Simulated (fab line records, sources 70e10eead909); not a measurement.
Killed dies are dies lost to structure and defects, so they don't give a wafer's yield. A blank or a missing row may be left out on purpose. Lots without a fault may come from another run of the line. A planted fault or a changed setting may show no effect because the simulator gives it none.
Which tool did it? | flow nand_harc | 6 lots, 18 wafers sampled, at 2 steps of a route of 1159

WHAT THE GAUGES READ, wafer by wafer
NHARC_END_SORT_01.
lot  | measured     | on        | killed_short
L766 | day 20 19:28 | prober-01 | 1 1 0
L771 | day 21 22:43 | prober-01 | 3 2 3
L773 | day 22 14:23 | prober-01 | 2 2 4
L774 | day 23 16:56 | prober-01 | 3 2 2

WHICH TOOL RAN EACH LOT (tool, then ch and the chambers of the sampled wafers, then the start)
lot  | NHARC_P_M0_ETCH_34
L764 | rie_diel-06 ch 1,2, day 6 21:30
L766 | rie_diel-10 ch 0,1,2, day 6 22:56
L771 | rie_diel-10 ch 0,2,3, day 8 07:20
L773 | rie_diel-06 ch 0,1,2, day 9 15:55
L774 | rie_diel-12 ch 0,1,3, day 9 21:19
L781 | rie_diel-10 ch 2,3, day 11 04:02
- NHARC_P_M0_ETCH_34: etches the open film in N2/H2, target depth 40 nm, overetch 12 nm, time 43.94 s.

THE ANSWER, worked out from the rows above alone
Rule: what is usual is taken from the lots themselves. Put in order of their means at a reading, lots are off if they are a third of the lots or fewer, leave a main group of 4 or more, and stand apart from it by a gap of 3 or more times the standard deviation of the main group's means; of several such gaps the widest counts. A main group whose means are all the same, to the digits that the tables above print for the reading, isn't used. A lot without any number at a reading at which 4 lots or more have one is off too. The other lots that the step has rows for count as sound.
No lot is off at any reading shown: from this, nothing can be told.

WHAT THE SIMULATOR HAD PUT IN
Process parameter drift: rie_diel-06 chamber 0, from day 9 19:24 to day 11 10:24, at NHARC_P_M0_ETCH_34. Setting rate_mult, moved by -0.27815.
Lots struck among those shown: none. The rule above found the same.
